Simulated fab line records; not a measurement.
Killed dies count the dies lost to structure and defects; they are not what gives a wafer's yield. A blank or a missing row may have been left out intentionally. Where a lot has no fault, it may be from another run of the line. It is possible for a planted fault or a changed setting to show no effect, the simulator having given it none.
The tool behind it: which one? :: flow n5-finfet :: route of 1938 steps, sampled at 1 step: 12 lots, 36 wafers

## WHAT THE GAUGES READ, wafer by wafer
N5_MOL_CONTACT_COAG_THK_MEAS_53.
lot: L075
measured: day 5 10:41
on: film-metro-02
VIA_MOL_THK (nm): 44.1 44.7 44.9

lot: L077
measured: day 6 01:07
on: film-metro-01
VIA_MOL_THK (nm): 43.6 43.6 45.4

lot: L079
measured: day 6 13:35
on: film-metro-02
VIA_MOL_THK (nm): 44.9 44.9 45.6

lot: L081
measured: day 7 04:01
on: film-metro-02
VIA_MOL_THK (nm): 43.0 44.1 44.7

lot: L083
measured: day 7 13:14
on: film-metro-02
VIA_MOL_THK (nm): 43.9 44.2 44.2

lot: L085
measured: day 8 00:08
on: film-metro-01
VIA_MOL_THK (nm): 42.3 43.5 43.7

lot: L087
measured: day 8 09:12
on: film-metro-01
VIA_MOL_THK (nm): 44.7 44.8 45.0

lot: L089
measured: day 8 21:36
on: film-metro-01
VIA_MOL_THK (nm): 42.4 44.2 44.3

lot: L091
measured: day 9 13:59
on: film-metro-01
VIA_MOL_THK (nm): 43.4 42.9 43.9

lot: L093
measured: day 10 03:22
on: film-metro-01
VIA_MOL_THK (nm): 42.5 43.2 44.1

lot: L095
measured: day 10 08:24
on: film-metro-01
VIA_MOL_THK (nm): 42.6 42.8 43.7

lot: L097
measured: day 10 23:31
on: film-metro-02
VIA_MOL_THK (nm): 43.9 44.0 44.1

## WHICH TOOL RAN EACH LOT (tool, then ch and the chambers of the sampled wafers, then the start)
The record shows no process step preceding these readings.

## THE ANSWER, worked out from the rows above alone
Rule: what is usual is taken from the lots themselves. Put in order of their means at a reading, lots are off if they are a third of the lots or fewer, leave a main group of 4 or more, and stand apart from it by a gap of 3 or more times the standard deviation of the main group's means; of several such gaps the widest counts. A main group whose means are all the same, to the digits that the tables above print for the reading, isn't used. Also off: a lot with no number at a reading for which 4 or more lots have one. The other lots that the step has rows for count as sound.
Nothing can be told from this: no lot is off at any reading shown.

## WHAT THE SIMULATOR PUT IN
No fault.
